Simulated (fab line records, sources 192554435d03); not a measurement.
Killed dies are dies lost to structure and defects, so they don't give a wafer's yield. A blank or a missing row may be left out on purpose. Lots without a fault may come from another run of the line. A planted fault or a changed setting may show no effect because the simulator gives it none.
Chamber matching | flow n5_finfet | N5_BEOL_M9_ETCH_61 on rie_diel-03: 4 sister chambers
The step etches SiARC in CF4, target depth 39 nm, time 65 s. 4 wafers are shown with their chamber, then 12 later ones without.

WAFERS WITH THEIR CHAMBER
wafer  | chamber | showerhead_plenum_p_Torr (Torr)
L086.4 | 2       | 2.21
L087.5 | 1       | 2.20
L090.1 | 3       | 1.98
L090.6 | 0       | 2.19

WAFERS WITHOUT THEIR CHAMBER
wafer  | showerhead_plenum_p_Torr (Torr)
L093.1 | 2.20
L093.4 | 2.19
L093.5 | 1.98
L094.2 | 2.20
L094.3 | 2.20
L094.4 | 2.19
L095.1 | 2.20
L095.3 | 1.98
L095.4 | 2.19
L097.1 | 1.97
L097.4 | 2.20
L097.5 | 2.20

WHICH CHAMBER EACH WENT THROUGH
wafer  | from the rows above | in truth
L093.1 | 1                   | 1
L093.4 | 0                   | 0
L093.5 | 3                   | 3
L094.2 | 1                   | 1
L094.3 | 1                   | 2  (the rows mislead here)
L094.4 | 0                   | 0
L095.1 | 1                   | 1
L095.3 | 3                   | 3
L095.4 | 0                   | 0
L097.1 | 3                   | 3
L097.4 | 1                   | 1
L097.5 | 1                   | 1
Placed correctly: 11 of 12. Can't be placed from these rows: 0. Placed wrongly: 1.
How it was worked out, from the rows above alone: a wafer's distance from a chamber is the root of the sum, over the readings, of the square of ((its reading less the chamber's mean) divided by the reading's scatter). The wafer belongs to the nearest chamber; if the next one is less than 2 further off, it can't be placed. A chamber's mean is the mean of its shown wafers. The scatter: with one shown wafer a chamber, the root of the mean of the squares of how far each hidden wafer lies from its nearest shown one.
